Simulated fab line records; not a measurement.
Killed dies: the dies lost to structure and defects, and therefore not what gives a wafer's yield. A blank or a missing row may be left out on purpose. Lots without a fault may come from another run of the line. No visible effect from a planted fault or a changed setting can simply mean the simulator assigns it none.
Comparing a struck lot with a sound one ; flow nand_harc ; 15 steps out of a route of 1302
Sound: the wafers L775.2, L775.3, L775.5. Wafers struck: L770.3, L770.4, L770.5. The cause comes at the end.
Each step with rows lists, per side, the tool, then ch with its chambers, then its first start. Under that, the readings that differ: sound wafers ; struck wafers ; difference of the means ; sigmas: that difference in standard deviations of wafers without a fault.
alike: words and numbers the same on both sides, and readings whose means are apart by under 2 such deviations; not compared: readings that were withheld, readings missing a value for some wafer, numbers with overlapping values and no deviation given by the record, and bounds like >300 which may hide the same value.
Wherever a step has rows on one side only, a row that says differs or no value, or a row with sigmas, the two part there. Non-overlapping numbers with no deviation appear without sigmas and do not part them. Lack of a reading on every wafer of one side parts them only where that side has two or more wafers.

NHARC_A_DECK1_JOINT_INSPECT_05:
  sound on defect_inspect-01, day 16 23:27; struck on defect_inspect-02, day 14 15:12
  alike: raw_defect_count
after that, 1 step with no rows for these wafers: NHARC_A_ONON_D2_DEP_00 (target thk 1000 nm).
NHARC_A_ONON_D2_THK_MEAS_02: measures by ellipsometry.
  sound on film_metro-01, day 17 00:01; struck on film_metro-01, day 14 15:47
  alike: thk_nm
after that, 1 step with no rows for these wafers: NHARC_A_ONON_D2_DEP_03 (target thk 1000 nm).
NHARC_A_ONON_D2_THK_MEAS_05: measures by ellipsometry.
  sound on film_metro-01, day 17 00:35; struck on film_metro-02, day 14 16:21
  alike: thk_nm
after that, 1 step with no rows for these wafers: NHARC_A_ONON_D2_DEP_06 (target thk 1000 nm).
NHARC_A_ONON_D2_THK_MEAS_08: measures by ellipsometry.
  sound on film_metro-01, day 17 01:10; struck on film_metro-01, day 14 16:55
  alike: thk_nm
after that, 1 step with no rows for these wafers: NHARC_A_ONON_D2_DEP_09 (target thk 1000 nm).
NHARC_A_ONON_D2_THK_MEAS_11: measures by ellipsometry.
  sound on film_metro-01, day 17 01:43; struck on film_metro-02, day 14 17:29
reading;sound;struck;difference;sigmas
thk_nm (nm);980 980 980;1013 1012 1012;+32;+3
after that, 1 step with no rows for these wafers: NHARC_A_ONON_D2_DEP_12 (target thk 1000 nm).
NHARC_A_ONON_D2_THK_MEAS_14: measures by ellipsometry.
  sound on film_metro-01, day 17 02:17; struck on film_metro-01, day 14 18:02
  alike: thk_nm
then, 1 step without rows for these wafers: NHARC_A_ONON_D2_ANNEAL_15 (time 3600 s).
NHARC_A_ONON_D2_DEP_16: target thk 1000 nm.
  sound on pecvd_onon-04 ch 0, day 17 10:28; struck on pecvd_onon-01 ch 0, day 15 01:00
NHARC_A_ONON_D2_THK_MEAS_18: measures by ellipsometry.
  sound on film_metro-02, day 17 10:56; struck on film_metro-02, day 15 01:34
reading;sound;struck;difference;sigmas
thk_nm (nm);1000 999 999;901 900 901;-99;-15
  not compared: hold
-- break in the record here, with 11 days between the starts of the struck wafers on either side (left off in module A_ONON_D2, picked up again in module END, where the first step shown is number 1302 on the route) --
NHARC_END_SORT_01:
  sound on prober-01 ch 0, day 28 15:31; struck on prober-02 ch 0, day 26 04:02
reading;sound;struck;difference;sigmas
hold;- - -;await_dispo/6.5h/scrap await_dispo/6.5h/scrap await_dispo/6.5h/scrap;no value on the sound wafers;
killed_at_array;71 71 84;671 673 677;+598;+37
killed_dies;78 80 86;677 677 677;+596;+37
  alike: killed_at_other, killed_at_periphery, killed_open, killed_short

## WHERE THEY PART
Earliest at NHARC_A_ONON_D2_THK_MEAS_11; latest, in this record, at NHARC_END_SORT_01.

WHY: what the simulator had put in
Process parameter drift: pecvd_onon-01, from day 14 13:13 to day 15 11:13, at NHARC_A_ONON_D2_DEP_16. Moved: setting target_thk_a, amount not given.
